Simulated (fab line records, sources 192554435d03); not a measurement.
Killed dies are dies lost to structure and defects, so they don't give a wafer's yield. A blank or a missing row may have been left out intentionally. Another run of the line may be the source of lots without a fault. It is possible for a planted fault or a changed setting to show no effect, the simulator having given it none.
Which tool did it? || flow n5 finfet || Sampling: 9 lots, 27 wafers, 5 of 1938 route steps

## WHAT EACH GAUGE READ, for each wafer
N5_BEOL_M4_INSPECT_30: inspects for defects (brightfield). Usual: raw defect count reads 466 (standard deviation 120).
{"lot": "L450", "measured": "day 7 05:06", "on": "defect inspect-02", "raw defect count": "581 365 268", "flag": ""}
{"lot": "L454", "measured": "day 8 19:40", "on": "defect inspect-01", "raw defect count": "538 437 392", "flag": ""}
{"lot": "L457", "measured": "day 9 06:25", "on": "defect inspect-02", "raw defect count": "428 423 578", "flag": ""}
{"lot": "L459", "measured": "day 10 04:46", "on": "defect inspect-02", "raw defect count": "522 609 594", "flag": ""}
{"lot": "L463", "measured": "day 10 13:20", "on": "defect inspect-02", "raw defect count": "468 496 420", "flag": ""}
{"lot": "L467", "measured": "day 11 22:34", "on": "defect inspect-01", "raw defect count": "610 615 453", "flag": ""}
{"lot": "L473", "measured": "day 13 04:02", "on": "defect inspect-02", "raw defect count": "332 384 310", "flag": ""}
{"lot": "L470", "measured": "day 13 06:12", "on": "defect inspect-02", "raw defect count": "583 549 563", "flag": ""}
{"lot": "L472", "measured": "day 13 12:40", "on": "defect inspect-02", "raw defect count": "387 307 384", "flag": ""}

N5_BEOL_M4_RC_MEAS_101. Usual: DIBL_N 35.9 mV/V, standard deviation 1.3; DIBL_P 35.9 mV/V, standard deviation 1.6; IOFF_N 0.156 nA/um, standard deviation 0.022; IOFF_P 0.205 nA/um, standard deviation 0.023; ION_N 675 uA/um, standard deviation 9; ION_P 463 uA/um, standard deviation 5.6; SS_N 71.4 mV/dec, standard deviation 0.57; SS_P 73.1 mV/dec, standard deviation 0.52; VT_N 249.7 mV, standard deviation 2.8; VT_P -250.2 mV, standard deviation 2.5.
{"lot": "L450", "measured": "day 7 11:56", "on": "prober-01", "DIBL_N (mV/V)": "36.1 36.0 36.9", "DIBL_P (mV/V)": "36.4 36.6 37.0", "IOFF_N (nA/um)": "0.151 0.157 0.162", "IOFF_P (nA/um)": "0.213 0.220 0.223", "ION_N (uA/um)": "667 686 670", "ION_P (uA/um)": "467 468 463", "SS_N (mV/dec)": "70.4 71.2 71.6", "SS_P (mV/dec)": "73.2 73.6 73.7", "VT_N (mV)": "251.6 250.6 251.5", "VT_P (mV)": "-249.9 -249.2 -249.0", "flag": ""}
{"lot": "L454", "measured": "day 9 05:26", "on": "prober-01", "DIBL_N (mV/V)": "35.5 36.9 37.6", "DIBL_P (mV/V)": "36.9 38.7 39.1", "IOFF_N (nA/um)": "0.157 0.190 0.204", "IOFF_P (nA/um)": "0.188 0.218 0.226", "ION_N (uA/um)": "677 691 688", "ION_P (uA/um)": "460 466 459", "SS_N (mV/dec)": "70.8 71.9 72.4", "SS_P (mV/dec)": "73.3 73.0 73.5", "VT_N (mV)": "249.9 248.4 246.2", "VT_P (mV)": "-252.9 -249.9 -252.3", "flag": ""}
{"lot": "L457", "measured": "day 9 13:36", "on": "prober-02", "DIBL_N (mV/V)": "34.7 37.3 35.3", "DIBL_P (mV/V)": "35.5 38.2 35.8", "IOFF_N (nA/um)": "0.136 0.170 0.142", "IOFF_P (nA/um)": "0.218 0.266 0.223", "ION_N (uA/um)": "673 675 679", "ION_P (uA/um)": "467 472 474", "SS_N (mV/dec)": "71.1 72.1 71.8", "SS_P (mV/dec)": "72.3 73.3 72.5", "VT_N (mV)": "249.2 248.7 250.7", "VT_P (mV)": "-247.6 -243.5 -248.0", "flag": ""}
{"lot": "L459", "measured": "day 10 09:53", "on": "prober-01", "DIBL_N (mV/V)": "35.3 35.4 35.5", "DIBL_P (mV/V)": "34.7 34.5 34.6", "IOFF_N (nA/um)": "0.144 0.139 0.142", "IOFF_P (nA/um)": "0.198 0.194 0.196", "ION_N (uA/um)": "676 667 668", "ION_P (uA/um)": "461 460 455", "SS_N (mV/dec)": "70.3 70.1 71.1", "SS_P (mV/dec)": "72.7 73.5 73.1", "VT_N (mV)": "252.4 251.9 251.9", "VT_P (mV)": "-253.1 -251.6 -250.6", "flag": ""}
{"lot": "L463", "measured": "day 10 19:54", "on": "prober-02", "DIBL_N (mV/V)": "37.2 36.3 36.0", "DIBL_P (mV/V)": "36.7 35.5 35.5", "IOFF_N (nA/um)": "0.181 0.157 0.153", "IOFF_P (nA/um)": "0.257 0.219 0.230", "ION_N (uA/um)": "677 664 669", "ION_P (uA/um)": "469 464 474", "SS_N (mV/dec)": "72.4 72.0 71.7", "SS_P (mV/dec)": "73.4 72.3 73.2", "VT_N (mV)": "246.8 250.5 252.2", "VT_P (mV)": "-245.6 -248.8 -247.1", "flag": ""}
{"lot": "L467", "measured": "day 12 08:43", "on": "prober-02", "DIBL_N (mV/V)": "38.3 36.2 36.1", "DIBL_P (mV/V)": "37.3 35.6 36.0", "IOFF_N (nA/um)": "0.176 0.139 0.146", "IOFF_P (nA/um)": "0.246 0.225 0.226", "ION_N (uA/um)": "678 664 672", "ION_P (uA/um)": "469 472 473", "SS_N (mV/dec)": "70.9 70.7 71.4", "SS_P (mV/dec)": "73.8 73.2 72.6", "VT_N (mV)": "249.1 250.8 249.6", "VT_P (mV)": "-246.2 -244.7 -248.5", "flag": ""}
{"lot": "L473", "measured": "day 13 10:26", "on": "prober-02", "DIBL_N (mV/V)": "38.9 38.1 37.4", "DIBL_P (mV/V)": "38.9 36.9 36.3", "IOFF_N (nA/um)": "0.200 0.182 0.172", "IOFF_P (nA/um)": "0.240 0.209 0.203", "ION_N (uA/um)": "683 680 680", "ION_P (uA/um)": "463 460 462", "SS_N (mV/dec)": "71.4 71.7 71.7", "SS_P (mV/dec)": "74.7 73.5 73.1", "VT_N (mV)": "246.9 248.8 250.2", "VT_P (mV)": "-249.0 -250.7 -252.5", "flag": ""}
{"lot": "L470", "measured": "day 13 14:47", "on": "prober-01", "DIBL_N (mV/V)": "34.5 35.3 32.4", "DIBL_P (mV/V)": "35.4 36.1 33.1", "IOFF_N (nA/um)": "0.140 0.154 0.116", "IOFF_P (nA/um)": "0.186 0.202 0.156", "ION_N (uA/um)": "673 676 664", "ION_P (uA/um)": "460 459 457", "SS_N (mV/dec)": "71.1 72.1 70.8", "SS_P (mV/dec)": "72.7 72.4 72.0", "VT_N (mV)": "249.2 250.1 254.7", "VT_P (mV)": "-253.0 -250.4 -251.6", "flag": ""}
{"lot": "L472", "measured": "day 14 02:27", "on": "prober-01", "DIBL_N (mV/V)": "34.8 35.9 35.1", "DIBL_P (mV/V)": "33.5 35.1 33.4", "IOFF_N (nA/um)": "0.121 0.141 0.122", "IOFF_P (nA/um)": "0.176 0.204 0.179", "ION_N (uA/um)": "667 671 669", "ION_P (uA/um)": "466 468 464", "SS_N (mV/dec)": "71.0 71.4 70.9", "SS_P (mV/dec)": "72.4 73.3 73.0", "VT_N (mV)": "252.6 251.9 252.8", "VT_P (mV)": "-252.6 -248.8 -248.2", "flag": ""}

## WHICH TOOL RAN EACH LOT (tool, then ch and the chambers of the sampled wafers, then the start)
{"lot": "L450", "N5_BEOL_M4_ETCH_70": "rie diel-04 ch 0,1, day 7 06:10", "N5_BEOL_M4_HM_STRIP_39": "wet bench-05 ch 0,1,7, day 7 06:33", "N5_BEOL_M4_ALD_84": "ald metal-04 ch 0,2,3, day 7 07:40"}
{"lot": "L454", "N5_BEOL_M4_ETCH_70": "rie diel-04 ch 0,2,3, day 8 23:32", "N5_BEOL_M4_HM_STRIP_39": "wet bench-01 ch 3,6,7, day 8 23:56", "N5_BEOL_M4_ALD_84": "ald metal-01 ch 1,2,3, day 9 00:28"}
{"lot": "L457", "N5_BEOL_M4_ETCH_70": "rie diel-04 ch 0,2,3, day 9 08:01", "N5_BEOL_M4_HM_STRIP_39": "wet bench-02 ch 0,5,6, day 9 08:24", "N5_BEOL_M4_ALD_84": "ald metal-04 ch 0,3, day 9 08:47"}
{"lot": "L459", "N5_BEOL_M4_ETCH_70": "rie diel-04 ch 0,2, day 10 05:26", "N5_BEOL_M4_HM_STRIP_39": "wet bench-05 ch 1,5,7, day 10 05:49", "N5_BEOL_M4_ALD_84": "ald metal-03 ch 1,3, day 10 06:06"}
{"lot": "L463", "N5_BEOL_M4_ETCH_70": "rie diel-03 ch 1,2,3, day 10 15:29", "N5_BEOL_M4_HM_STRIP_39": "wet bench-05 ch 1,3,7, day 10 15:53", "N5_BEOL_M4_ALD_84": "ald metal-04 ch 0,2,3, day 10 16:11"}
{"lot": "L467", "N5_BEOL_M4_ETCH_70": "rie diel-03 ch 1,2,3, day 12 03:47", "N5_BEOL_M4_HM_STRIP_39": "wet bench-01 ch 0,3,7, day 12 04:10", "N5_BEOL_M4_ALD_84": "ald metal-04 ch 1,2,3, day 12 04:51"}
{"lot": "L473", "N5_BEOL_M4_ETCH_70": "rie diel-04 ch 0,1,2, day 13 06:04", "N5_BEOL_M4_HM_STRIP_39": "wet bench-02 ch 0,3,5, day 13 06:28", "N5_BEOL_M4_ALD_84": "ald metal-04 ch 0,1,3, day 13 06:46"}
{"lot": "L470", "N5_BEOL_M4_ETCH_70": "rie diel-04 ch 1,2,3, day 13 10:35", "N5_BEOL_M4_HM_STRIP_39": "wet bench-05 ch 3,4,5, day 13 10:59", "N5_BEOL_M4_ALD_84": "ald metal-03 ch 1,2,3, day 13 11:23"}
{"lot": "L472", "N5_BEOL_M4_ETCH_70": "rie diel-04 ch 0,2,3, day 13 20:07", "N5_BEOL_M4_HM_STRIP_39": "wet bench-05 ch 0,5,7, day 13 20:30", "N5_BEOL_M4_ALD_84": "ald metal-04 ch 2,3, day 13 21:16"}
- N5_BEOL_M4_ETCH_70: etches SOC in N2/H2, target depth 80 nm, overetch 24 nm, time 130 s.
- N5_BEOL_M4_HM_STRIP_39: strips TiN in peroxide tin strip, target depth 25 nm, time 158 s.
- N5_BEOL_M4_ALD_84: deposits TaN, pulse time 2 s, purge time 3 s, co reactant purge time 2 s.

## AS READ BY THE TOOLS THEMSELVES (means over the sampled wafers that have a number; for cases with no such wafer, the mark the record gives instead)
N5_BEOL_M4_ETCH_70. Usual: drypump motor current A 5.9 A, standard deviation 0.36; h2 flow sccm 199.9 sccm, standard deviation 0.67; oes product au 0.57 a.u., standard deviation 0.06; rf vpp V 524.6 V, standard deviation 2.1; showerhead plenum p Torr 2.57 Torr, standard deviation 0.073; throttle valve pct 17.9 %, standard deviation 0.31.
{"lot": "L450", "tool": "rie diel-04", "drypump motor current A (A)": 6.4, "h2 flow sccm (sccm)": 199.5, "oes product au (a.u.)": 0.52, "rf vpp V (V)": 525.9, "showerhead plenum p Torr (Torr)": 2.62, "throttle valve pct (%)": 18.0, "flag": ""}
{"lot": "L454", "tool": "rie diel-04", "drypump motor current A (A)": 6.2, "h2 flow sccm (sccm)": 200.2, "oes product au (a.u.)": 0.54, "rf vpp V (V)": 525.2, "showerhead plenum p Torr (Torr)": 2.57, "throttle valve pct (%)": 18.1, "flag": ""}
{"lot": "L457", "tool": "rie diel-04", "drypump motor current A (A)": 6.2, "h2 flow sccm (sccm)": 200.2, "oes product au (a.u.)": 0.54, "rf vpp V (V)": 524.2, "showerhead plenum p Torr (Torr)": 2.56, "throttle valve pct (%)": 18.2, "flag": ""}
{"lot": "L459", "tool": "rie diel-04", "drypump motor current A (A)": 6.2, "h2 flow sccm (sccm)": 199.5, "oes product au (a.u.)": 0.54, "rf vpp V (V)": 524.0, "showerhead plenum p Torr (Torr)": 2.56, "throttle valve pct (%)": 18.2, "flag": ""}
{"lot": "L463", "tool": "rie diel-03", "drypump motor current A (A)": 5.6, "h2 flow sccm (sccm)": 200.5, "oes product au (a.u.)": 0.57, "rf vpp V (V)": 524.4, "showerhead plenum p Torr (Torr)": 2.54, "throttle valve pct (%)": 17.7, "flag": ""}
{"lot": "L467", "tool": "rie diel-03", "drypump motor current A (A)": 5.6, "h2 flow sccm (sccm)": 200.9, "oes product au (a.u.)": 0.56, "rf vpp V (V)": 523.7, "showerhead plenum p Torr (Torr)": 2.54, "throttle valve pct (%)": 17.7, "flag": ""}
{"lot": "L473", "tool": "rie diel-04", "drypump motor current A (A)": 6.3, "h2 flow sccm (sccm)": 199.3, "oes product au (a.u.)": 0.63, "rf vpp V (V)": 525.1, "showerhead plenum p Torr (Torr)": 2.58, "throttle valve pct (%)": 17.9, "flag": ""}
{"lot": "L470", "tool": "rie diel-04", "drypump motor current A (A)": 6.2, "h2 flow sccm (sccm)": 200.2, "oes product au (a.u.)": 0.57, "rf vpp V (V)": 523.3, "showerhead plenum p Torr (Torr)": 2.55, "throttle valve pct (%)": 18.1, "flag": ""}
{"lot": "L472", "tool": "rie diel-04", "drypump motor current A (A)": 6.2, "h2 flow sccm (sccm)": 200.4, "oes product au (a.u.)": 0.59, "rf vpp V (V)": 524.4, "showerhead plenum p Torr (Torr)": 2.55, "throttle valve pct (%)": 18.1, "flag": ""}

N5_BEOL_M4_HM_STRIP_39. Usual: run length s reads 164.8 s (standard deviation 2.7).
{"lot": "L450", "tool": "wet bench-05", "run length s (s)": 163.4, "flag": ""}
{"lot": "L454", "tool": "wet bench-01", "run length s (s)": 164.3, "flag": ""}
{"lot": "L457", "tool": "wet bench-02", "run length s (s)": 163.4, "flag": ""}
{"lot": "L459", "tool": "wet bench-05", "run length s (s)": 97.3, "flag": "OFF"}
{"lot": "L463", "tool": "wet bench-05", "run length s (s)": 98.0, "flag": "OFF"}
{"lot": "L467", "tool": "wet bench-01", "run length s (s)": 165.4, "flag": ""}
{"lot": "L473", "tool": "wet bench-02", "run length s (s)": 164.5, "flag": ""}
{"lot": "L470", "tool": "wet bench-05", "run length s (s)": 163.9, "flag": ""}
{"lot": "L472", "tool": "wet bench-05", "run length s (s)": 162.7, "flag": ""}

N5_BEOL_M4_ALD_84. Usual: chamber pressure Torr 3.001 Torr, standard deviation 0.0069; heater power w 421 W, standard deviation 29.
{"lot": "L450", "tool": "ald metal-04", "chamber pressure Torr (Torr)": 2.995, "heater power w (W)": 431, "flag": ""}
{"lot": "L454", "tool": "ald metal-01", "chamber pressure Torr (Torr)": 3.002, "heater power w (W)": 412, "flag": ""}
{"lot": "L457", "tool": "ald metal-04", "chamber pressure Torr (Torr)": 3.003, "heater power w (W)": 421, "flag": ""}
{"lot": "L459", "tool": "ald metal-03", "chamber pressure Torr (Torr)": 2.995, "heater power w (W)": 416, "flag": ""}
{"lot": "L463", "tool": "ald metal-04", "chamber pressure Torr (Torr)": 3.003, "heater power w (W)": 433, "flag": ""}
{"lot": "L467", "tool": "ald metal-04", "chamber pressure Torr (Torr)": 2.999, "heater power w (W)": 438, "flag": ""}
{"lot": "L473", "tool": "ald metal-04", "chamber pressure Torr (Torr)": 3.006, "heater power w (W)": 426, "flag": ""}
{"lot": "L470", "tool": "ald metal-03", "chamber pressure Torr (Torr)": 3.001, "heater power w (W)": 408, "flag": ""}
{"lot": "L472", "tool": "ald metal-04", "chamber pressure Torr (Torr)": 2.995, "heater power w (W)": 457, "flag": ""}

## THE ANSWER, worked out from the rows above alone
Rule: a lot is off if the mean of its wafers that have a number lies more than 3 standard deviations from the usual mean. A lot without any number at a reading at which 4 lots or more have one is off too. The other lots that the step has rows for count as sound. After the gauges, taken in route order, come the tools' own readings; for these a lot's mean is taken, as printed above. At the first step where some lot is off, the reading lying furthest off is the one used; lots without a number count as furthest.
Off at N5_BEOL_M4_HM_STRIP_39 (run length s): L459, L463.
If a tool, at that step or one of the process steps before it, ran each lot that is off and ran no sound lot following the first of them, it fits. None of those tried fits.

## WHAT THE SIMULATOR PUT IN
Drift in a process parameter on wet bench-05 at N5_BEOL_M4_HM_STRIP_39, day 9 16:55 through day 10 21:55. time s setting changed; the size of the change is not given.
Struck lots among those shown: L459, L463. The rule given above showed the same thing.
